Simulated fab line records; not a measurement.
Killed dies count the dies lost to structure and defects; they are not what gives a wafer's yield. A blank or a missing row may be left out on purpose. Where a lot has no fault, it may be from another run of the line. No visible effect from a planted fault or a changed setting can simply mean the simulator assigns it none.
Split-lot study | flow n5-finfet | route with 1938 steps; 7 lots, 21 wafers read

SPLIT DETAILS
At N5_GATE_CUT_COAT_27 (time 60 s, resist thk 10 nm), the setting spin-rpm was moved away from the recipe's 1500 rpm on 6 of the 21 wafers read, by -5.1% to +9.7%. This setting was run at the recipe's value on the other wafers.

FROM THE SPLIT TO THE READING: what the file shows between them, 4 steps
- N5_GATE_CUT_COAT_07: resist thk 30 nm
- N5_GATE_CUT_EBR_09
- N5_GATE_CUT_DESCUM_18: chemistry O2, time 7 s
- N5_GATE_CUT_ETCH_28: etches underlayer in N2/H2, target depth 13 nm, time 10.4 s

THE READING
CAR-EUV_of_GATE_CUT_COAT_07.thk-nm (the simulator's own value, which no gauge read), in nm, at N5_GATE_CUT_ETCH_36 (etches SiARC in CF4, target depth 13 nm, time 21.7 s). There is no usual value for it anywhere in the file. The 15 wafers here that ran the recipe average 6.9 nm, standard deviation 0.088 nm.

wafer  | tool, chamber at the split | spin-rpm as run, rpm | against the recipe | CAR-EUV_of_GATE_CUT_COAT_07.thk-nm, nm | against lot-mates on the recipe
L074.2 | litho-track-03, 0          | 1500                 | recipe             | 7                                      | -
L074.3 | litho-track-03, 0          | 1500                 | recipe             | 6.8                                    | -
L074.6 | litho-track-03, 0          | 1581                 | +5.4%              | 7.2                                    | +0.3
L081.3 | litho-track-03, 0          | 1500                 | recipe             | 7                                      | -
L081.4 | litho-track-03, 0          | 1645                 | +9.7%              | 7.6                                    | +0.6
L081.6 | litho-track-03, 0          | 1645                 | +9.7%              | 7.6                                    | +0.6
L084.1 | litho-track-04, 0          | 1500                 | recipe             | 7                                      | -
L084.3 | litho-track-04, 0          | 1423                 | -5.1%              | 6.6                                    | -0.4
L084.4 | litho-track-04, 0          | 1423                 | -5.1%              | 6.6                                    | -0.4
L087.1 | litho-track-03, 0          | 1500                 | recipe             | 6.8                                    | -
L087.2 | litho-track-03, 0          | 1500                 | recipe             | 7                                      | -
L087.5 | litho-track-03, 0          | 1500                 | recipe             | 7                                      | -
L090.2 | litho-track-03, 0          | 1500                 | recipe             | 7                                      | -
L090.5 | litho-track-03, 0          | 1500                 | recipe             | 7                                      | -
L090.6 | litho-track-03, 0          | 1500                 | recipe             | 7                                      | -
L091.1 | litho-track-03, 0          | 1500                 | recipe             | 7                                      | -
L091.6 | litho-track-03, 0          | 1500                 | recipe             | 7                                      | -
L091.3 | litho-track-03, 0          | 1434                 | -4.4%              | 6.6                                    | -0.4
L093.2 | litho-track-01, 0          | 1500                 | recipe             | 7                                      | -
L093.3 | litho-track-01, 0          | 1500                 | recipe             | 6.8                                    | -
L093.4 | litho-track-01, 0          | 1500                 | recipe             | 6.8                                    | -

THE FIT
A straight line over all 21 wafers: CAR-EUV_of_GATE_CUT_COAT_07.thk-nm changes by +0.0665 nm for each +1% of spin-rpm; r = +0.95; the points scatter about the line by 0.083 nm.
The same after taking each lot's own level away (the mean of its wafers on the recipe; 21 wafers): +0.0669 nm for each +1%; r = +0.97; scatter 0.07 nm.
The reading moves by 0.65 nm for the largest change in spin-rpm, on that fit.
The span of the lots' own levels, 6.87 to 7.00 nm, comes to 1.5 times the standard deviation stated above.
The two slopes agree, so the slope changes little with the lot-to-lot level.
Check: for one of the wafers moved furthest among these (+9.7%), held out of the fit, the line's prediction against its lot-mates is +0.644 nm. Against them it came out at +0.6 nm.

THE WHOLE CHAIN: every reading that the file lists as answering this split, in the file's order
step                | what it does                                                | reading                                                                                | change (the file's fit)                | r (the file's)
N5_GATE_CUT_COAT_27 | time 60 s, resist thk 10 nm                                 | underlayer_of_GATE_CUT_COAT_27.thk-nm (the simulator's own value, which no gauge read) | -0.0438 nm for each +1% of the setting | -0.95
N5_GATE_CUT_ETCH_28 | etches underlayer in N2/H2, target depth 13 nm, time 10.4 s | etch-rf-on-time-s                                                                      | withheld for each +1% of the setting   | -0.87
N5_GATE_CUT_ETCH_28 | etches underlayer in N2/H2, target depth 13 nm, time 10.4 s | etch.depth-nm (the simulator's own value, which no gauge read)                         | -0.0483 nm for each +1% of the setting | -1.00
N5_GATE_CUT_ETCH_28 | etches underlayer in N2/H2, target depth 13 nm, time 10.4 s | CAR-EUV_of_GATE_CUT_COAT_07.thk-nm (the simulator's own value, which no gauge read)    | +0.0438 nm for each +1% of the setting | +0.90
N5_GATE_CUT_ETCH_36 | etches SiARC in CF4, target depth 13 nm, time 21.7 s        | CAR-EUV_of_GATE_CUT_COAT_07.thk-nm (the simulator's own value, which no gauge read)    | +0.0667 nm for each +1% of the setting | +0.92

THE FILE'S OWN FIT
CAR-EUV_of_GATE_CUT_COAT_07.thk-nm changes by +0.0667 nm for each +1% of spin-rpm, r = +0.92.
